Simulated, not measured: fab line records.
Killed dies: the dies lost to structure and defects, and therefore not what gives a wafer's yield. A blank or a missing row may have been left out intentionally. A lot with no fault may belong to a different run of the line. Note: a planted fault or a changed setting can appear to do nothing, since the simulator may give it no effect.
fab line records	flow nandHarc
[record] lots = 13	wafers = 39	lastDay = 32
route steps=1302 shown A_STAIRCASE@853 A_SGD_CUT@890 END@1302
lots that met no fault: taken from a fault-free run of the same line
startH: hours from the record's first day to the start of the lot's first wafer shown	waitH: time in hours since the lot's previous step	" unchanged from the row above	L1.1+2: a row that stands for several wafers	- no value present, or no start provided	* or withheld: withheld	< > ~ a bound
route shown NAME@n: NAME is a module with steps in the file, n the number in the route of the first one	usual: mean/standard deviation taken from wafers without a fault	same: alike in all rows	chamber/n: place in a boat	sites: readings site by site	_std_site: the values' standard deviation	_edge_site: outer sites' mean less inner sites'	radiusMm: for every site, how far away it sits from the centre of the wafer	mask NAME#n: copy n	behind: the tool/chamber that last shaped the wafer	hold: why the lot was held/for how many hours/how that ended	device: the n, p or np transistor that did not switch	end of line: tests of these same wafers at the route's end	a step with no rows: only its recipe	killed: count of dies lost to structure and defects at first sort (not the wafer's yield)	map: dies across one wafer; x = killed, . = not, _ = none there
set.NAME: setting as actually run; set.NAME@STEP: the setting as run at that earlier step	model.NAME: the simulator's own value behind a step, which no gauge read
one table for each step of the route and one row for each wafer, over a sample of lots
services: when a tool's chamber went out of use (startH, in hours from the record's first day, below 0 if earlier), for how many hours, and the reason
[[steps]]
[step NHARC_A_STAIRCASE_DEP_322]
[recipe] targetThkA = 72000	tempC = 400	targetThkNm = 7200	teosFlowSccm = 200	rfW = 500	material = SiO2
[usual] heaterPowerW = 699/110	mfcPrecursorSccm = 200.1/0.62
lot.wafer	tool	chamber	startH	waitH	heaterPowerW	mfcPrecursorSccm
L623.2	pecvd-03	0	423.56	0.1	534	200.9
L623.1	"	2	"	"	607	198.9
L623.5	"	2	"	"	530	200.1
L625.2	pecvd-02	1	434.67	0.1	814	200.2
L625.3	"	2	"	"	958	199.6
L625.5	"	2	"	"	797	201.0
L627.1	pecvd-04	1	468.28	0.1	852	200.1
L627.5	"	1	"	"	706	199.1
L627.6	"	2	"	"	660	200.2
L629.2	pecvd-04	1	472.70	0.1	838	200.4
L629.4	"	1	"	"	710	199.5
L629.3	"	2	"	"	655	200.1
L628.3	pecvd-03	1	472.70	0.1	790	199.9
L628.2	"	2	"	"	570	200.1
L628.5	"	2	"	"	518	199.2
L630.1	pecvd-02	2	509.99	0.1	861	199.9
L630.2	"	0	"	"	815	200.5
L630.4	"	1	"	"	668	200.6
L632.2	pecvd-03	1	510.24	0.3	773	200.2
L632.1	"	0	"	"	519	200.2
L632.6	"	2	"	"	524	201.4
L633.3	pecvd-04	2	519.48	0.2	734	199.9
L633.2	"	0	"	"	795	199.0
L633.6	"	0	"	"	686	200.0
L635.1	pecvd-04	0	545.62	0.2	737	200.0
L635.3	"	1	"	"	709	200.7
L635.6	"	2	"	"	657	200.2
L636.3	pecvd-04	1	558.29	0.1	804	200.7
L636.2	"	2	"	"	748	200.1
L636.5	"	0	"	"	698	199.6
L637.2	pecvd-02	2	558.39	0.2	840	200.6
L637.5	"	1	"	"	665	200.3
L637.6	"	2	"	"	801	200.0
L640.2	pecvd-03	1	593.71	0.1	710	200.7
L640.1	"	2	"	"	510	199.8
L640.4	"	0	"	"	528	199.6
L638.2	pecvd-04	2	593.90	0.3	690	199.9
L638.6	"	0	"	"	700	199.0
L638.5	"	1	"	"	685	199.5
[step NHARC_A_STAIRCASE_CMP_152]
[usual] edgeZonePressureFrac = 1.001/0.0049	motorCurrentA = 11.9/1.5
lot.wafer	tool	chamber	startH	waitH	edgeZonePressureFrac	motorCurrentA
L623.2	cmp-01	2	448.00	0.1	1.001	10.1
L623.1	"	0	"	"	1.001	12.9
L623.5	"	3	"	"	0.999	14.2
L625.2	cmp-01	2	457.33	0.1	0.995	10.1
L625.3	"	0	"	"	0.993	12.2
L625.5	"	3	"	"	1.005	15.2
L628.2	cmp-03	1	493.31	0.1	0.999	11.0
L628.3	"	3	"	"	0.997	10.9
L628.5	"	0	"	"	1.001	11.3
L627.1	cmp-02	0	493.38	0.1	1.002	13.1
L627.5	"	2	"	"	0.994	11.2
L627.6	"	3	"	"	1.001	11.8
L629.3	cmp-03	3	496.21	0.1	1.005	10.4
L629.2	"	0	"	"	1.002	10.9
L629.4	"	1	"	"	1.004	11.1
L630.4	cmp-01	3	534.76	0.1	0.997	14.8
L630.1	"	0	"	"	1.004	12.5
L630.2	"	2	"	"	0.999	10.7
L632.1	cmp-03	2	535.28	0.1	1.001	11.4
L632.2	"	0	"	"	0.999	10.5
L632.6	"	2	"	"	1.005	11.3
L633.2	cmp-03	3	547.58	0.1	0.996	10.6
L633.3	"	1	"	"	1.001	10.9
L633.6	"	0	"	"	1.002	10.5
L635.3	cmp-03	0	570.94	0.1	0.998	10.8
L635.1	"	1	"	"	1.008	10.5
L635.6	"	0	"	"	0.996	11.0
L636.3	cmp-01	2	582.75	0.1	0.999	10.6
L636.2	"	0	"	"	1.006	12.5
L636.5	"	2	"	"	0.997	10.2
L637.2	cmp-02	0	582.87	0.1	-	-
L637.6	"	0	"	"	-	-
L637.5	"	1	"	"	-	-
L638.2	cmp-03	2	614.82	0.1	-	-
L638.6	"	0	"	"	-	-
L638.5	"	1	"	"	-	-
L640.2	cmp-01	0	615.77	0.1	-	-
L640.1	"	1	"	"	-	-
L640.4	"	2	"	"	-	-
[step NHARC_A_STAIRCASE_STRIP_475]
[recipe] timeS = 20	o2FlowSccm = 500	arFlowSccm = 0	biasW = 0	chemistry = O2
[usual] drypumpMotorCurrentA = 5.6/0.42	oesProductAu = 1.003/0.0086	rfVppV = 57.8/0.95	showerheadPlenumPTorr = 3.55/0.16	throttleValvePct = 17.036/0.0092
lot.wafer	tool	chamber	startH	waitH	drypumpMotorCurrentA	oesProductAu	rfHoursCounterH	rfVppV	showerheadPlenumPTorr	throttleValvePct
L623.1	rieDiel-01	0	-	-	5.4	1.014	23	58.2	3.54	17.037
L623.2	"	2	"	"	6.0	1.009	22	58.6	3.74	17.050
L623.5	"	3	"	"	5.1	1.006	-	57.8	3.48	17.011
L625.2	rieDiel-13	1	458.40	0.1	5.6	0.976	39	58.3	3.41	17.035
L625.3	"	3	"	"	5.7	0.999	30	56.2	3.46	17.028
L625.5	"	1	"	"	5.6	1.000	-	57.6	3.41	17.028
L628.3	rieDiel-01	1	-	-	6.2	1.009	30	58.8	3.73	17.027
L628.2	"	2	"	"	6.0	1.009	38	59.5	3.73	17.029
L628.5	"	0	"	"	5.4	0.996	-	57.6	3.53	17.036
L627.1	rieDiel-01	0	-	-	5.4	1.014	38	57.7	3.53	17.050
L627.5	"	1	"	"	6.2	1.002	-	56.9	3.73	17.042
L627.6	"	2	"	"	5.9	1.006	-	57.6	3.73	17.037
L629.4	rieDiel-13	3	-	-	5.7	1.001	46	57.9	3.45	17.042
L629.3	"	0	"	"	5.3	0.992	53	56.8	3.31	17.031
L629.2	"	1	"	"	5.5	0.991	53	56.7	3.40	17.035
L630.4	rieDiel-01	0	-	-	5.4	1.008	48	57.9	3.52	17.039
L630.1	"	2	"	"	5.9	1.008	47	59.1	3.72	17.038
L630.2	"	3	"	"	5.1	1.017	44	57.3	3.47	17.034
L632.1	rieDiel-05	0	-	-	5.6	1.018	35	59.1	3.76	17.053
L632.2	"	1	"	"	5.3	1.003	37	57.7	3.34	17.014
L632.6	"	0	"	"	5.6	1.006	-	58.2	3.76	17.027
L633.2	rieDiel-05	3	-	-	5.2	1.006	36	58.8	3.60	17.039
L633.3	"	0	"	"	5.6	1.023	37	56.4	3.76	17.032
L633.6	"	2	"	"	6.5	0.987	-	57.0	3.28	17.044
L635.3	rieDiel-05	3	-	-	5.2	1.008	43	56.6	3.60	17.048
L635.1	"	1	"	"	5.3	1.007	47	55.8	3.34	17.023
L635.6	"	0	"	"	5.6	1.012	-	59.1	3.75	17.044
L636.2	rieDiel-13	2	583.77	-	5.6	0.999	22	58.2	3.45	17.044
L636.3	"	3	"	"	5.7	1.017	26	58.2	3.43	17.050
L636.5	"	2	"	"	5.6	1.004	-	57.7	3.45	17.031
L637.2	rieDiel-01	3	-	-	5.1	0.995	6	58.1	3.46	17.041
L637.5	"	2	"	"	6.0	1.004	-	58.2	3.72	17.027
L637.6	"	3	"	"	5.1	1.007	-	57.7	3.46	17.035
L638.2	rieDiel-05	2	-	-	6.5	0.988	9	58.5	3.80	17.032
L638.5	"	2	"	"	6.5	1.001	-	58.2	3.80	17.023
L638.6	"	3	"	"	5.2	1.015	-	58.4	3.59	17.044
L640.4	rieDiel-01	0	-	-	5.4	0.982	18	58.4	3.51	17.041
L640.2	"	1	"	"	6.2	1.002	13	59.0	3.71	17.041
L640.1	"	2	"	"	6.0	0.999	17	59.1	3.71	17.053
[step NHARC_A_SGD_CUT_DEP_00]
[recipe] targetThkA = 500	tempC = 400	targetThkNm = 50	flowSccm = 200	rfW = 450	material = SiNx
[usual] heaterPowerW = 780/81
lot.wafer	tool	chamber	startH	waitH	heaterPowerW
L623.2	pecvd-02	1	449.84	0.1	829
L623.1	"	2	"	"	951
L623.5	"	1	"	"	842
L625.3	pecvd-01	2	459.23	0.1	759
L625.2	"	0	"	"	624
L625.5	"	1	"	"	890
L628.2	pecvd-04	0	495.18	0.1	764
L628.3	"	1	"	"	747
L628.5	"	0	"	"	761
L627.1	pecvd-04	2	495.33	0.2	767
L627.5	"	2	"	"	769
L627.6	"	1	"	"	870
L629.3	pecvd-02	2	498.01	0.1	1001
L629.2	"	0	"	"	825
L629.4	"	0	"	"	850
L630.2	pecvd-01	2	536.64	0.1	710
L630.1	"	0	"	"	641
L630.4	"	0	"	"	634
L632.2	pecvd-01	1	537.05	0.1	803
L632.1	"	0	"	"	705
L632.6	"	0	"	"	704
L633.3	pecvd-04	1	549.36	0.1	745
L633.2	"	2	"	"	710
L633.6	"	1	"	"	765
L635.1	pecvd-04	2	572.71	0.1	762
L635.3	"	1	"	"	847
L635.6	"	2	"	"	776
L636.3	pecvd-01	1	584.64	0.2	763
L636.2	"	2	"	"	651
L636.5	"	0	"	"	727
[step NHARC_END_SORT_01]
[recipe] tempC = 25
[usual] killedAtArray = 59/24	killedAtOther = 0.7/1.2	killedAtPeriphery = 3.5/2.6	killedDies = 63/24	killedOpen = 3.2/2.1	killedShort = 2.4/1.5
[same] grossDies = 677
lot.wafer	tool	chamber	startH	waitH	killedAtArray	killedAtOther	killedAtPeriphery	killedDies	killedOpen	killedShort
L623.1	prober-02	0	570.48	2.5	59	3	15	77	7	5
L623.2	prober-02	0	571.29	2.8	54	2	8	64	2	3
L623.5	prober-02	0	573.71	3.7	53	0	11	64	3	1
L625.2	prober-02	0	593.06	2.8	93	0	3	96	4	2
L625.3	prober-02	0	593.88	3.1	115	0	0	115	5	0
L625.5	prober-02	0	595.51	3.8	113	1	3	117	4	1
L627.1	prober-02	0	624.46	2.5	63	0	3	66	5	2
L627.5	prober-02	0	627.66	3.7	61	1	6	68	6	3
L627.6	prober-02	0	628.46	4.0	65	0	6	71	4	7
L628.2	prober-01	0	625.23	2.8	95	2	1	98	2	3
L628.3	prober-01	0	626.03	3.1	112	0	2	114	1	5
L628.5	prober-01	0	627.62	3.7	108	6	1	115	3	0
L629.2	prober-01	0	632.95	2.8	56	1	1	58	3	2
L629.3	prober-01	0	633.75	3.1	51	1	2	54	2	2
L629.4	prober-01	0	634.55	3.4	56	0	0	56	1	2
L632.1	prober-01	0	660.84	2.5	39	1	2	42	1	3
L632.2	prober-01	0	661.64	2.8	27	0	6	33	4	1
L632.6	prober-01	0	664.87	4.0	34	1	8	43	7	1
L630.1	prober-02	0	660.89	2.5	74	0	4	78	4	9
L630.2	prober-02	0	661.70	2.8	80	0	7	87	5	3
L630.4	prober-02	0	663.31	3.4	82	1	6	89	3	4
L633.2	prober-02	0	682.22	2.8	42	0	3	45	5	0
L633.3	prober-02	0	683.02	3.1	44	0	1	45	3	1
L633.6	prober-02	0	685.45	4.0	46	0	0	46	5	3
L635.1	prober-02	0	693.00	2.5	30	2	1	33	1	2
L635.3	prober-02	0	694.62	3.1	30	0	0	30	2	3
L635.6	prober-02	0	697.06	4.1	27	0	6	33	3	5
L637.2	prober-01	0	708.65	2.8	672	0	5	677	2	3
L637.5	prober-01	0	711.08	3.7	672	1	4	677	5	3
L637.6	prober-01	0	711.88	4.0	668	2	7	677	4	3
L636.2	prober-02	0	708.66	2.8	44	0	1	45	3	2
L636.3	prober-02	0	709.47	3.1	55	0	1	56	4	3
L636.5	prober-02	0	711.09	3.8	41	0	2	43	2	2
L640.1	prober-01	0	745.22	2.5	670	2	5	677	6	1
L640.2	prober-01	0	746.03	2.8	676	0	1	677	6	6
L640.4	prober-01	0	747.63	3.4	676	0	1	677	2	0
L638.2	prober-02	0	767.40	2.8	675	0	2	677	7	1
L638.5	prober-02	0	769.80	3.7	674	0	3	677	3	0
L638.6	prober-02	0	770.60	4.0	674	0	3	677	4	4
// killed by level:class
L623.1 A_CHANNEL_HOLE_D1:chamberFilmFlake=32 A_CHANNEL_HOLE_D2:chamberFilmFlake=11 P_CONTACT:chamberFilmFlake=6 P_GATE:chamberFilmFlake=3 A_SGD_CUT:chamberFilmFlake=3 A_WL_FILL:chamberFilmFlake=3 P_ZERO_WELL:chamberFilmFlake=2 P_STI:chamberFilmFlake=2
L623.2 A_CHANNEL_HOLE_D1:chamberFilmFlake=30 A_CHANNEL_HOLE_D2:chamberFilmFlake=8 P_CONTACT:chamberFilmFlake=4 A_CONTACT:chamberFilmFlake=4 P_GATE:chamberFilmFlake=3 A_STAIRCASE:chamberFilmFlake=3 A_SOURCE_PLATE:geometricParticle:short=2 A_CONTACT:unspecified=2
L623.5 A_CHANNEL_HOLE_D1:chamberFilmFlake=33 A_CHANNEL_HOLE_D2:chamberFilmFlake=6 A_WL_FILL:chamberFilmFlake=6 P_CONTACT:chamberFilmFlake=5 P_GATE:chamberFilmFlake=4 A_CHANNEL_FILL_D2:geometricParticle:open=2 A_CONTACT:unspecified=2 A_CHANNEL_FILL_D1:geometricParticle:short=1
L625.2 A_CHANNEL_HOLE_D2:chamberFilmFlake=28 A_CHANNEL_HOLE_D1:chamberFilmFlake=25 A_SLIT:chamberFilmFlake=21 A_CONTACT:chamberFilmFlake=5 A_STAIRCASE:chamberFilmFlake=4 A_BONDPAD:chamberFilmFlake=4 A_CHANNEL_FILL_D1:geometricParticle:open=2 P_M2:geometricParticle:short=1
L625.3 A_CHANNEL_HOLE_D2:chamberFilmFlake=36 A_CHANNEL_HOLE_D1:chamberFilmFlake=33 A_SLIT:chamberFilmFlake=29 A_CONTACT:chamberFilmFlake=6 A_CHANNEL_FILL_D2:geometricParticle:open=2 A_ZERO_WELL:chamberFilmFlake=2 A_STAIRCASE:chamberFilmFlake=2 A_ONON_D2:geometricParticle:open=1
L625.5 A_CHANNEL_HOLE_D2:chamberFilmFlake=40 A_CHANNEL_HOLE_D1:chamberFilmFlake=35 A_SLIT:chamberFilmFlake=24 A_CONTACT:chamberFilmFlake=8 P_M1:chamberFilmFlake=2 A_STAIRCASE:chamberFilmFlake=2 P_M0:geometricParticle:open=1 A_CHANNEL_FILL_D2:geometricParticle:open=1
L627.1 A_CHANNEL_HOLE_D1:chamberFilmFlake=24 A_CHANNEL_HOLE_D2:chamberFilmFlake=21 A_SGD_CUT:chamberFilmFlake=5 P_BONDPAD:chamberFilmFlake=2 A_SLIT:chamberFilmFlake=2 A_WL_FILL:chamberFilmFlake=2 P_GATE:geometricParticle:open=1 A_ONON_D1:geometricParticle:open=1
L628.2 A_CHANNEL_HOLE_D1:chamberFilmFlake=33 A_CHANNEL_HOLE_D2:chamberFilmFlake=27 A_SLIT:chamberFilmFlake=23 A_CONTACT:chamberFilmFlake=4 A_CHANNEL_FILL_D2:geometricParticle:short=2 A_BONDPAD:chamberFilmFlake=2 THIN_TSV:chamberFilmFlake=2 A_SOURCE_PLATE:geometricParticle:open=1
L628.3 A_CHANNEL_HOLE_D2:chamberFilmFlake=37 A_SLIT:chamberFilmFlake=31 A_CHANNEL_HOLE_D1:chamberFilmFlake=30 A_ONON_D1:geometricParticle:short=3 A_M1:chamberFilmFlake=3 A_BONDPAD:chamberFilmFlake=2 P_CONTACT:geometricParticle:open=1 P_M0:geometricParticle:short=1
L628.5 A_CHANNEL_HOLE_D2:chamberFilmFlake=41 A_SLIT:chamberFilmFlake=29 A_CHANNEL_HOLE_D1:chamberFilmFlake=28 THIN_TSV:chamberFilmFlake=6 A_ZERO_WELL:chamberFilmFlake=4 A_STAIRCASE:chamberFilmFlake=2 P_STI:geometricParticle:open=1 A_ONON_D2:geometricParticle:open=1
L627.5 A_CHANNEL_HOLE_D2:chamberFilmFlake=27 A_CHANNEL_HOLE_D1:chamberFilmFlake=21 P_BONDPAD:chamberFilmFlake=3 A_SGD_CUT:chamberFilmFlake=3 P_M0:geometricParticle:open=2 A_CHANNEL_FILL_D1:geometricParticle:open=1 A_CHANNEL_FILL_D1:geometricParticle:short=1 A_ONON_D2:geometricParticle:open=1
L627.6 A_CHANNEL_HOLE_D2:chamberFilmFlake=26 A_CHANNEL_HOLE_D1:chamberFilmFlake=23 A_CHANNEL_FILL_D1:geometricParticle:short=3 A_CHANNEL_FILL_D2:chamberFilmFlake=3 A_SGD_CUT:chamberFilmFlake=3 P_GATE:geometricParticle:open=2 A_WL_FILL:geometricParticle:short=2 A_STAIRCASE:chamberFilmFlake=2
L629.2 A_SLIT:chamberFilmFlake=22 A_CHANNEL_HOLE_D2:chamberFilmFlake=14 A_CHANNEL_HOLE_D1:chamberFilmFlake=4 A_STAIRCASE:chamberFilmFlake=3 A_CHANNEL_FILL_D1:chamberFilmFlake=3 A_CONTACT:chamberFilmFlake=3 A_CHANNEL_FILL_D2:chamberFilmFlake=2 P_GATE:geometricParticle:open=1
L629.3 A_SLIT:chamberFilmFlake=28 A_CONTACT:chamberFilmFlake=7 A_CHANNEL_HOLE_D2:chamberFilmFlake=6 A_CHANNEL_HOLE_D1:chamberFilmFlake=2 A_CHANNEL_FILL_D2:chamberFilmFlake=2 A_STAIRCASE:chamberFilmFlake=2 A_WL_FILL:chamberFilmFlake=2 P_CONTACT:geometricParticle:open=1
L629.4 A_SLIT:chamberFilmFlake=30 A_CHANNEL_HOLE_D2:chamberFilmFlake=11 A_CHANNEL_HOLE_D1:chamberFilmFlake=5 A_CONTACT:chamberFilmFlake=3 A_CHANNEL_HOLE_D2:geometricParticle:open=1 A_SGD_CUT:geometricParticle:short=1 A_M0:geometricParticle:short=1 A_CHANNEL_FILL_D1:chamberFilmFlake=1
L632.1 A_CHANNEL_HOLE_D2:chamberFilmFlake=18 A_CHANNEL_HOLE_D1:chamberFilmFlake=6 A_SLIT:chamberFilmFlake=5 A_CONTACT:chamberFilmFlake=2 A_CHANNEL_FILL_D1:chamberFilmFlake=2 A_STAIRCASE:chamberFilmFlake=2 A_DECK1_JOINT:geometricParticle:short=1 A_ONON_D2:geometricParticle:short=1
L630.1 A_CHANNEL_HOLE_D1:chamberFilmFlake=27 A_SLIT:chamberFilmFlake=25 A_CHANNEL_HOLE_D2:chamberFilmFlake=7 A_ONON_D2:geometricParticle:short=3 A_DECK1_JOINT:geometricParticle:short=2 P_CONTACT:geometricParticle:short=1 A_CHANNEL_FILL_D1:geometricParticle:short=1 A_DECK1_JOINT:geometricParticle:open=1
L632.2 A_CHANNEL_HOLE_D2:chamberFilmFlake=12 P_STI:chamberFilmFlake=5 A_CHANNEL_HOLE_D1:chamberFilmFlake=5 A_CHANNEL_FILL_D2:chamberFilmFlake=2 A_CHANNEL_FILL_D1:geometricParticle:open=1 A_CHANNEL_HOLE_D2:geometricParticle:open=1 A_CHANNEL_FILL_D2:geometricParticle:short=1 A_CHANNEL_FILL_D2:geometricParticle:open=1
L630.2 A_CHANNEL_HOLE_D1:chamberFilmFlake=32 A_SLIT:chamberFilmFlake=31 A_CHANNEL_HOLE_D2:chamberFilmFlake=7 A_ONON_D2:geometricParticle:short=2 P_CONTACT:chamberFilmFlake=2 P_GATE:geometricParticle:open=1 P_GATE:geometricParticle:short=1 P_CONTACT:geometricParticle:open=1
L630.4 A_CHANNEL_HOLE_D1:chamberFilmFlake=39 A_SLIT:chamberFilmFlake=21 A_CHANNEL_HOLE_D2:chamberFilmFlake=9 A_CONTACT:chamberFilmFlake=3 A_CHANNEL_HOLE_D1:geometricParticle:short=3 P_ZERO_WELL:chamberFilmFlake=2 P_CONTACT:chamberFilmFlake=2 P_M0:geometricParticle:short=1
L632.6 A_CHANNEL_HOLE_D2:chamberFilmFlake=17 A_CHANNEL_HOLE_D1:chamberFilmFlake=4 P_STI:chamberFilmFlake=3 A_CONTACT:chamberFilmFlake=3 P_M1:geometricParticle:open=2 A_CHANNEL_FILL_D1:geometricParticle:open=2 A_SLIT:chamberFilmFlake=2 P_CONTACT:geometricParticle:open=1
L633.2 A_SLIT:chamberFilmFlake=29 A_CHANNEL_HOLE_D1:chamberFilmFlake=4 A_DECK1_JOINT:chamberFilmFlake=3 P_GATE:geometricParticle:open=1 A_SOURCE_PLATE:geometricParticle:open=1 A_DECK1_JOINT:geometricParticle:open=1 A_ONON_D2:geometricParticle:open=1 A_M1:geometricParticle:open=1
L633.3 A_SLIT:chamberFilmFlake=26 A_CHANNEL_HOLE_D1:chamberFilmFlake=7 A_STAIRCASE:chamberFilmFlake=3 A_CONTACT:chamberFilmFlake=2 A_ONON_D2:geometricParticle:open=1 A_WL_FILL:geometricParticle:open=1 A_M0:geometricParticle:open=1 A_M1:geometricParticle:short=1
L633.6 A_SLIT:chamberFilmFlake=33 A_CHANNEL_HOLE_D2:chamberFilmFlake=3 A_CHANNEL_HOLE_D1:geometricParticle:short=2 A_CHANNEL_HOLE_D1:chamberFilmFlake=2 A_ONON_D1:geometricParticle:open=1 A_CHANNEL_HOLE_D1:geometricParticle:open=1 A_CHANNEL_FILL_D1:geometricParticle:open=1 A_DECK1_JOINT:geometricParticle:open=1
L635.1 A_CHANNEL_HOLE_D1:chamberFilmFlake=12 A_CONTACT:chamberFilmFlake=6 A_CHANNEL_FILL_D1:chamberFilmFlake=2 A_CHANNEL_FILL_D2:chamberFilmFlake=2 A_STAIRCASE:chamberFilmFlake=2 A_SLIT:chamberFilmFlake=2 A_ONON_D1:geometricParticle:short=1 A_SGD_CUT:geometricParticle:short=1
L635.3 A_CHANNEL_HOLE_D1:chamberFilmFlake=11 A_SLIT:chamberFilmFlake=4 A_CONTACT:chamberFilmFlake=4 A_M0:geometricParticle:short=2 A_STAIRCASE:chamberFilmFlake=2 A_SOURCE_PLATE:geometricParticle:open=1 A_ONON_D1:geometricParticle:short=1 A_ONON_D1:geometricParticle:open=1
L635.6 A_CHANNEL_HOLE_D1:chamberFilmFlake=12 A_DECK1_JOINT:geometricParticle:short=3 A_CONTACT:chamberFilmFlake=3 P_ZERO_WELL:chamberFilmFlake=2 P_STI:chamberFilmFlake=2 A_STAIRCASE:chamberFilmFlake=2 P_GATE:geometricParticle:open=1 A_ONON_D1:geometricParticle:open=1
L637.2 A_STAIRCASE:areaCmp=619 A_CHANNEL_HOLE_D2:chamberFilmFlake=19 A_CHANNEL_HOLE_D1:chamberFilmFlake=11 A_CONTACT:chamberFilmFlake=10 P_GATE:chamberFilmFlake=4 A_SLIT:chamberFilmFlake=4 A_DECK1_JOINT:chamberFilmFlake=2 P_M1:geometricParticle:short=1
L636.2 A_CHANNEL_HOLE_D1:chamberFilmFlake=33 A_CONTACT:chamberFilmFlake=4 A_STAIRCASE:chamberFilmFlake=2 P_M0:geometricParticle:open=1 A_ONON_D2:geometricParticle:open=1 A_ONON_D2:geometricParticle:short=1 A_SGD_CUT:geometricParticle:short=1 A_BLC:geometricParticle:open=1
L636.3 A_CHANNEL_HOLE_D1:chamberFilmFlake=34 A_ZERO_WELL:chamberFilmFlake=5 A_SLIT:chamberFilmFlake=5 A_STAIRCASE:chamberFilmFlake=2 P_CONTACT:geometricParticle:open=1 A_DECK1_JOINT:geometricParticle:open=1 A_DECK1_JOINT:geometricParticle:short=1 A_SGD_CUT:geometricParticle:short=1
L637.5 A_STAIRCASE:areaCmp=620 A_CHANNEL_HOLE_D2:chamberFilmFlake=25 A_CONTACT:chamberFilmFlake=12 A_CHANNEL_HOLE_D1:chamberFilmFlake=6 P_GATE:geometricParticle:short=1 A_SOURCE_PLATE:geometricParticle:open=1 A_CHANNEL_HOLE_D1:geometricParticle:short=1 A_CHANNEL_FILL_D1:geometricParticle:open=1
L636.5 A_CHANNEL_HOLE_D1:chamberFilmFlake=32 A_ZERO_WELL:chamberFilmFlake=3 P_M1:geometricParticle:short=1 A_ONON_D1:geometricParticle:open=1 A_CHANNEL_HOLE_D1:geometricParticle:open=1 A_CHANNEL_FILL_D2:geometricParticle:short=1 P_ZERO_WELL:chamberFilmFlake=1 A_CHANNEL_FILL_D2:chamberFilmFlake=1
L637.6 A_STAIRCASE:areaCmp=622 A_CHANNEL_HOLE_D2:chamberFilmFlake=17 A_CONTACT:chamberFilmFlake=13 A_SLIT:chamberFilmFlake=5 A_CHANNEL_HOLE_D1:chamberFilmFlake=3 A_CHANNEL_HOLE_D1:geometricParticle:open=2 P_STI:chamberFilmFlake=2 A_STAIRCASE:chamberFilmFlake=2
L640.1 A_STAIRCASE:areaCmp=577 A_CHANNEL_HOLE_D1:chamberFilmFlake=33 A_SLIT:chamberFilmFlake=30 A_CHANNEL_HOLE_D2:chamberFilmFlake=24 P_M0:geometricParticle:open=2 A_ZERO_WELL:chamberFilmFlake=2 P_STI:geometricParticle:open=1 A_CHANNEL_FILL_D2:geometricParticle:open=1
L640.2 A_STAIRCASE:areaCmp=576 A_CHANNEL_HOLE_D1:chamberFilmFlake=30 A_SLIT:chamberFilmFlake=27 A_CHANNEL_HOLE_D2:chamberFilmFlake=26 A_STAIRCASE:chamberFilmFlake=3 A_CHANNEL_FILL_D2:geometricParticle:open=2 A_SGD_CUT:geometricParticle:short=2 A_ZERO_WELL:chamberFilmFlake=2
L640.4 A_STAIRCASE:areaCmp=584 A_CHANNEL_HOLE_D1:chamberFilmFlake=33 A_SLIT:chamberFilmFlake=23 A_CHANNEL_HOLE_D2:chamberFilmFlake=21 A_STAIRCASE:chamberFilmFlake=7 A_DECK1_JOINT:chamberFilmFlake=2 A_CONTACT:chamberFilmFlake=2 A_CHANNEL_FILL_D1:geometricParticle:open=1
L638.2 A_STAIRCASE:areaCmp=604 A_CHANNEL_HOLE_D1:chamberFilmFlake=32 A_CHANNEL_HOLE_D2:chamberFilmFlake=22 A_CONTACT:chamberFilmFlake=7 A_SLIT:chamberFilmFlake=3 P_M2:geometricParticle:short=1 A_CHANNEL_HOLE_D1:geometricParticle:open=1 A_CHANNEL_FILL_D1:geometricParticle:open=1
L638.5 A_STAIRCASE:areaCmp=598 A_CHANNEL_HOLE_D1:chamberFilmFlake=37 A_CHANNEL_HOLE_D2:chamberFilmFlake=23 A_CONTACT:chamberFilmFlake=8 A_SLIT:chamberFilmFlake=4 P_GATE:chamberFilmFlake=3 A_ONON_D2:geometricParticle:open=1 A_WL_FILL:geometricParticle:open=1
L638.6 A_STAIRCASE:areaCmp=597 A_CHANNEL_HOLE_D1:chamberFilmFlake=33 A_CHANNEL_HOLE_D2:chamberFilmFlake=27 A_CONTACT:chamberFilmFlake=6 A_SLIT:chamberFilmFlake=4 A_M0:geometricParticle:open=2 P_GATE:chamberFilmFlake=2 P_BONDPAD:geometricParticle:short=1
[[services]]
tool	chamber	startH	hours	kind
pecvd-04	0	401.05	19.2	repair
cmp-03	-	404.54	2.1	repair
pecvd-02	-	406.45	1.0	repair
rieDiel-05	-	406.63	9.0	pm
pecvd-02	-	408.01	13.0	pm
cmp-03	-	418.94	3.2	repair
rieDiel-01	-	431.97	0.4	repair
pecvd-03	-	449.71	0.7	repair
pecvd-04	-	450.35	13.0	pm
rieDiel-01	3	452.02	15.6	repair
cmp-03	-	456.00	4.0	pm
cmp-01	-	461.15	2.0	repair
cmp-03	-	464.32	5.9	repair
pecvd-03	2	466.45	5.7	repair
pecvd-02	-	477.80	1.5	repair
cmp-01	-	479.59	4.0	pm
cmp-03	-	488.66	3.9	repair
cmp-03	-	554.00	4.0	pm
rieDiel-01	-	557.95	9.0	pm
cmp-03	-	562.00	1.2	repair
cmp-01	-	577.59	4.0	pm
rieDiel-01	3	587.32	13.6	repair
pecvd-02	-	589.01	13.0	pm
rieDiel-01	1	607.46	7.0	repair
[[key]]
[firstSign] step = NHARC_A_STAIRCASE_CMP_152	reading = toolRecord	direction = missing
[effect] step = NHARC_END_SORT_01	reading = killedAtArray	direction = up	sigmas = 26	usual = 59	struck = 673
[moreKillsBornAt] NHARC_A_STAIRCASE_CMP_152@cmp-02 = 1861	NHARC_A_STAIRCASE_CMP_152@cmp-03 = 1799	NHARC_A_STAIRCASE_CMP_152@cmp-01 = 1737
metAt NHARC_A_STAIRCASE_CMP_152
struckLots L637,L638,L640
laterRowsLeftOut L637.2,L637.5,L637.6,L638.2,L638.5,L638.6,L640.1,L640.2,L640.4
testerLeftOut L637,L638,L640
notActingAt NHARC_A_STAIRCASE_DEP_322,NHARC_A_STAIRCASE_STRIP_475,NHARC_A_SGD_CUT_DEP_00
onsetBetween 582.75 582.87
[fault] kind = skippedStepWhole	tool = cmp-01,cmp-02,cmp-03	chamber = -	onsetH = 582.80	steps = NHARC_A_STAIRCASE_CMP_152	scope = struckLotsOnly
// testerLeftOut: of these lots the tester's yield and bins aren't shown, on N5 and GAA mostly nor the transistor test; their killed dies are dies lost to structure and defects alone, not to doping, threshold or leakage, so they don't give the yield
// laterRowsLeftOut: the simulator's readings of these wafers behind a module that went badly wrong aren't trusted and aren't shown, but for the sort
